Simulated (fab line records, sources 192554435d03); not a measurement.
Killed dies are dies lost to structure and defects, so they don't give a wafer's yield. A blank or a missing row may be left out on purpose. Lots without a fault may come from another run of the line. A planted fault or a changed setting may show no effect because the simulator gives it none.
Split-lot experiment | flow n5_finfet | 7 lots, 39 wafers read, on a route of 1938 steps

THE SPLIT
At N5_HKMG_FIN_ETCH_58 (etches SOC in N2/H2, target depth 215.8 nm, time 741 s), the setting bias_w was moved away from the recipe's 13 W on 15 of the 39 wafers read, by -7.9% to +16.5%. The other wafers ran this setting at the recipe's value.

The reading is taken at the split's own step.

THE READING
rf_vpp_V, in V, at N5_HKMG_FIN_ETCH_58 (etches SOC in N2/H2, target depth 215.8 nm, time 741 s). Fault-free wafers of this fab line usually give 99.4 V, standard deviation 0.92 V.

wafer  | tool, chamber at the split | bias_w as run, W | against the recipe | rf_vpp_V, V | against lot-mates on the recipe
L074.1 | rie_diel-01, 3             | 13               | recipe             | 100.9       | -
L074.2 | rie_diel-01, 1             | 13.95            | +7.3%              | 103.0       | +2.8
L074.3 | rie_diel-01, 0             | 13.95            | +7.3%              | 104.3       | +4.1
L074.4 | rie_diel-01, 2             | 13.95            | +7.3%              | 105.2       | +5.0
L074.5 | rie_diel-01, 0             | 13               | recipe             | 99.3        | -
L074.6 | rie_diel-01, 1             | 13               | recipe             | 100.4       | -
L076.1 | rie_diel-05, 3             | 13               | recipe             | 99.8        | -
L076.2 | rie_diel-05, 2             | 13               | recipe             | 99.3        | -
L076.3 | rie_diel-05, 0             | 11.97            | -7.9%              | 93.7        | -5.5
L076.4 | rie_diel-05, 1             | 13               | recipe             | 98.6        | -
L076.5 | rie_diel-05, 3             | 11.97            | -7.9%              | 94.3        | -4.9
L076.6 | rie_diel-05, 0             | 11.97            | -7.9%              | 94.9        | -4.3
L078.1 | rie_diel-05, 3             | 14.29            | +9.9%              | 105.4       | +5.8
L078.2 | rie_diel-05, 0             | 14.29            | +9.9%              | 106.4       | +6.8
L078.3 | rie_diel-05, 1             | 13               | recipe             | 100.0       | -
L078.4 | rie_diel-05, 2             | 14.29            | +9.9%              | 105.4       | +5.8
L078.5 | rie_diel-05, 2             | 13               | recipe             | 98.5        | -
L078.6 | rie_diel-05, 3             | 13               | recipe             | 100.3       | -
L079.1 | rie_diel-01, 1             | 13               | recipe             | 98.2        | -
L079.2 | rie_diel-01, 3             | 12.25            | -5.8%              | 95.6        | -4.0
L079.3 | rie_diel-01, 3             | 12.25            | -5.8%              | 95.4        | -4.2
L079.4 | rie_diel-01, 1             | 12.25            | -5.8%              | 95.2        | -4.4
L079.5 | rie_diel-01, 1             | 13               | recipe             | 100.4       | -
L079.6 | rie_diel-01, 3             | 13               | recipe             | 100.2       | -
L081.3 | rie_diel-01, 2             | 13               | recipe             | 99.6        | -
L081.4 | rie_diel-01, 0             | 13               | recipe             | 99.2        | -
L081.5 | rie_diel-01, 3             | 13               | recipe             | 100.6       | -
L086.1 | rie_diel-05, 2             | 13               | recipe             | 98.9        | -
L086.2 | rie_diel-05, 3             | 13               | recipe             | 100.5       | -
L086.3 | rie_diel-05, 0             | 13               | recipe             | 99.3        | -
L086.4 | rie_diel-05, 1             | 13               | recipe             | 97.4        | -
L086.5 | rie_diel-05, 0             | 13               | recipe             | 99.5        | -
L086.6 | rie_diel-05, 1             | 13               | recipe             | 99.2        | -
L090.1 | rie_diel-06, 1             | 15.15            | +16.5%             | 108.8       | +8.6
L090.2 | rie_diel-06, 2             | 13               | recipe             | 100.5       | -
L090.3 | rie_diel-06, 0             | 15.15            | +16.5%             | 110.1       | +9.9
L090.4 | rie_diel-06, 1             | 15.15            | +16.5%             | 107.3       | +7.1
L090.5 | rie_diel-06, 2             | 13               | recipe             | 101.0       | -
L090.6 | rie_diel-06, 0             | 13               | recipe             | 99.1        | -

THE FIT
A straight line over all 39 wafers: rf_vpp_V changes by +0.602 V for each +1% of bias_w; r = +0.97; the points scatter about the line by 0.91 V.
The same after taking each lot's own level away (the mean of its wafers on the recipe; 39 wafers): +0.57 V for each +1%; r = +0.97; scatter 0.87 V.
On that fit, the largest move of bias_w shifts the reading by 9.4 V.
The lots' own levels span 99.13 to 100.20 V, that is 1.2 times the standard deviation above.
So the lot-to-lot level changes the slope little: the two slopes agree.
Check: with one of the wafers moved furthest among these (+16.5%) left out of the fit, the line predicts +9.43 V for it against its lot-mates. It came out at +8.6 V against them.
Tool readings at the split's step, against how far the setting was moved: rf_vpp_V r = +0.97.

OTHER SPLITS ON THESE WAFERS
These wafers also went through other splits before the reading. Each is held against what the fit with the lots' levels taken away leaves over:
other split on the same wafers | wafers away from the commonest value | r with rf_vpp_V (lot level and that fit taken away)
N5_WELL_APT_EXPOSE_05 dose_mj  | 15                                   | -0.06
N5_DUMMY_GATE_ETCH_32 time_s   | 15                                   | +0.15

THE FILE'S OWN FIT
rf_vpp_V changes by +0.565 V for each +1% of bias_w, r = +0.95.
